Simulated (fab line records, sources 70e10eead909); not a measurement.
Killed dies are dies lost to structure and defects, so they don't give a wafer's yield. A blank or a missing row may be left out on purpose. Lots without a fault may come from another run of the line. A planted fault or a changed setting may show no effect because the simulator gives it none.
Tool commonality check | flow nand_harc | 14 lots, 48 wafers sampled

WHY IT WAS OPENED
At NHARC_A_ONON_D1_THK_MEAS_30 the reading thk_nm is flagged on 2 of 14 lots. Wafers without a fault read 999 nm, standard deviation 11.
Rule: a lot is flagged when every wafer of it that has a number lies more than 4 standard deviations from that mean, or none has a number. The other lots count as sound.

lot  | measured     | on            | thk_nm (nm), wafer by wafer | flag
L365 | day 8 12:26  | film_metro-01 | 1004 1002 1002              |
L367 | day 8 23:05  | film_metro-01 | 1017 1016 1016              |
L370 | day 9 09:14  | film_metro-01 | 989 988 988                 |
L372 | day 9 14:17  | film_metro-02 | 988 986 985                 |
L373 | day 10 02:18 | film_metro-01 | 993 991 992                 |
L379 | day 11 20:32 | film_metro-01 | 698 697 698 697 698 698     | FLAGGED
L380 | day 12 06:15 | film_metro-02 | 695 696 694 695 697 697     | FLAGGED
L382 | day 12 06:23 | film_metro-01 | 1011 1009 1012              |
L381 | day 12 06:31 | film_metro-02 | 987 989 986                 |
L384 | day 12 13:44 | film_metro-02 | 1006 1005 1007              |
L383 | day 12 13:44 | film_metro-01 | 996 996 995                 |
L385 | day 13 00:14 | film_metro-01 | 994 993 994                 |
L387 | day 13 11:13 | film_metro-02 | 994 993 994                 |
L388 | day 13 16:22 | film_metro-02 | 1011 1012 1011              |
The numbers of the flagged lots are 697 nm on average: -302 nm against the usual, or -27 standard deviations.

WHICH TOOL RAN EACH LOT
The record holds 1 process step before the reading, out of a route of 1159 steps. In each cell: the tool, then ch and the chambers that the sampled wafers went through, then the start.
lot  | flag    | NHARC_A_ONON_D1_DEP_28
L365 |         | pecvd_onon-02 ch 0, day 8 12:06
L367 |         | pecvd_onon-02 ch 0, day 8 22:34
L370 |         | pecvd_onon-04 ch 0, day 9 08:44
L372 |         | pecvd_onon-04 ch 0, day 9 13:53
L373 |         | pecvd_onon-02 ch 0, day 10 01:47
L379 | FLAGGED | pecvd_onon-02 ch 0, day 11 20:12
L380 | FLAGGED | pecvd_onon-02 ch 0, day 12 05:44
L382 |         | pecvd_onon-01 ch 0, day 12 05:56
L381 |         | pecvd_onon-04 ch 0, day 12 06:04
L384 |         | pecvd_onon-04 ch 0, day 12 13:12
L383 |         | pecvd_onon-01 ch 0, day 12 13:17
L385 |         | pecvd_onon-01 ch 0, day 12 23:44
L387 |         | pecvd_onon-04 ch 0, day 13 10:45
L388 |         | pecvd_onon-04 ch 0, day 13 15:52
What these steps do:
- NHARC_A_ONON_D1_DEP_28: target thk 1000 nm.
- NHARC_A_ONON_D1_THK_MEAS_30: measures by ellipsometry.

FLAGGED OVER TOTAL, TOOL BY TOOL (the gauges that took the reading come last)
step                        | tool          | lots run | flagged | share of the flagged lots | sound lots run after its first flagged lot
NHARC_A_ONON_D1_DEP_28      | pecvd_onon-01 | 3        | 0       | none                      | -
NHARC_A_ONON_D1_DEP_28      | pecvd_onon-02 | 5        | 2       | all                       | 0
NHARC_A_ONON_D1_DEP_28      | pecvd_onon-04 | 6        | 0       | none                      | -
NHARC_A_ONON_D1_THK_MEAS_30 | film_metro-01 | 8        | 1       | some                      | 3 (L382,L383,L385)
NHARC_A_ONON_D1_THK_MEAS_30 | film_metro-02 | 6        | 1       | some                      | 4 (L381,L384,L387,L388)

WHAT THE TABLE ALLOWS
1 row of the table ran every flagged lot: pecvd_onon-02 at NHARC_A_ONON_D1_DEP_28.
- pecvd_onon-02 at NHARC_A_ONON_D1_DEP_28: 2 of its 5 lots flagged. Its last sound lot is L373 (day 10 01:47), its first flagged lot L379 (day 11 20:12): a fault that began between those two fits.
One tool is left: pecvd_onon-02 at NHARC_A_ONON_D1_DEP_28.

WHAT THE SIMULATOR HAD PUT IN
Process parameter drift: pecvd_onon-02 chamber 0, from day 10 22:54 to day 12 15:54, at NHARC_A_ONON_D1_DEP_28. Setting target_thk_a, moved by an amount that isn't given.
Lots struck among those shown: L379, L380. The rule above found the same.
